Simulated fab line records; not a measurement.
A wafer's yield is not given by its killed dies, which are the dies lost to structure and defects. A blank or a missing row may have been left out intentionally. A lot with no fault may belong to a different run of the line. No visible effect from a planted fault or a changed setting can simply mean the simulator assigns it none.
What tool caused it? -- flow n5-finfet -- Sampling: 8 lots, 24 wafers, 6 of 1938 route steps

== WHAT THE GAUGES SHOWED, per wafer ==
N5_BEOL_M3_RS_MEAS_58: measures by four-point-probe.
lot,measured,on,M3_RS (ohm/sq)
L928,day 8 08:41,film-metro-01,0.68 0.69 0.70
L933,day 9 19:35,film-metro-02,0.68 0.68 0.65
L934,day 9 22:28,film-metro-01,0.70 0.68 0.69
L940,day 12 02:52,film-metro-02,0.85 0.83 0.79
L943,day 12 03:08,film-metro-01,0.84 0.79 0.81
L947,day 12 22:38,film-metro-01,0.74 0.73 0.68
L948,day 13 18:11,film-metro-01,0.72 0.75 0.68
L949,day 15 12:05,film-metro-02,0.64 0.64 0.67

== WHICH TOOL RAN EACH LOT (tool, then ch and the chambers of the sampled wafers, then the start) ==
lot,N5_BEOL_M3_SURFACE_TREAT_85,N5_BEOL_M3_SPUTTER_81,N5_BEOL_M3_SPUTTER_92,N5_BEOL_M3_ANNEAL_51,N5_BEOL_M3_CMP_52
L928,"pvd-sputter-02, day 8 05:21","pvd-sputter-02, day 8 06:01","pvd-sputter-02, day 8 06:53","rtp-anneal-01 ch 0, day 8 07:32","cmp-03 ch 0,2,3, day 8 07:59"
L933,"pvd-sputter-03, day 9 16:20","pvd-sputter-02, day 9 17:08","pvd-sputter-02, day 9 18:01","rtp-anneal-01 ch 0, day 9 18:44","cmp-02 ch 1,3, day 9 19:04"
L934,"pvd-sputter-01, day 9 19:25","pvd-sputter-02, day 9 20:07","pvd-sputter-02, day 9 20:59","rtp-anneal-02 ch 0, day 9 21:40","cmp-03 ch 2,3, day 9 21:55"
L940,"pvd-sputter-03, day 11 23:43","pvd-sputter-03, day 12 00:29","pvd-sputter-03, day 12 01:22","rtp-anneal-01, day 12 02:00","cmp-04 ch 2,3, day 12 02:19"
L943,"pvd-sputter-03, day 12 00:00","pvd-sputter-01, day 12 00:45","pvd-sputter-01, day 12 01:38","rtp-anneal-01, day 12 02:22","cmp-02 ch 0,2,3, day 12 02:39"
L947,"pvd-sputter-02, day 12 19:26","pvd-sputter-03, day 12 20:16","pvd-sputter-03, day 12 21:09","rtp-anneal-01 ch 0, day 12 21:50","cmp-04 ch 1,2,3, day 12 22:05"
L948,"pvd-sputter-03, day 13 15:10","pvd-sputter-01, day 13 15:49","pvd-sputter-01, day 13 16:42","rtp-anneal-01 ch 0, day 13 17:20","cmp-04 ch 0,1, day 13 17:38"
L949,"pvd-sputter-02, day 14 05:29","pvd-sputter-03, day 14 06:40","pvd-sputter-03, day 15 10:13","rtp-anneal-01 ch 0, day 15 11:14","cmp-02 ch 0,2,3, day 15 11:35"
- N5_BEOL_M3_SURFACE_TREAT_85
- N5_BEOL_M3_SPUTTER_81: material Cu, target thk 4.5 nm, time 8.29 s.
- N5_BEOL_M3_SPUTTER_92: material Cu, target thk 4.5 nm, time 8.29 s.
- N5_BEOL_M3_ANNEAL_51: time 90 s.
- N5_BEOL_M3_CMP_52: polishes, stops on SiOC, t overpolish 6.8 s, target thk 40 nm.

== THE ANSWER, worked out from the rows above alone ==
Rule: the lots themselves supply what counts as usual. Put in order of their means at a reading, lots are off if they are a third of the lots or fewer, leave a main group of 4 or more, and stand apart from it by a gap of 3 or more times the standard deviation of the main group's means; of several such gaps the widest counts. If all means in a main group match to the digits the tables above print for the reading, that group is not used. A lot without any number at a reading at which 4 lots or more have one is off too. Where the step has rows for the other lots, those lots are counted as sound.
Off: L940, L943, at N5_BEOL_M3_RS_MEAS_58 (M3_RS). The main group: mean 0.69 ohm/sq, standard deviation 0.024.
A tool fits if, at a process step before that reading, it ran every lot that is off, and no sound lot after the first of them. Gauges at N5_BEOL_M3_RS_MEAS_58: tried the same way as those tools. None of those tried fits.

== WHAT WAS PUT IN BY THE SIMULATOR ==
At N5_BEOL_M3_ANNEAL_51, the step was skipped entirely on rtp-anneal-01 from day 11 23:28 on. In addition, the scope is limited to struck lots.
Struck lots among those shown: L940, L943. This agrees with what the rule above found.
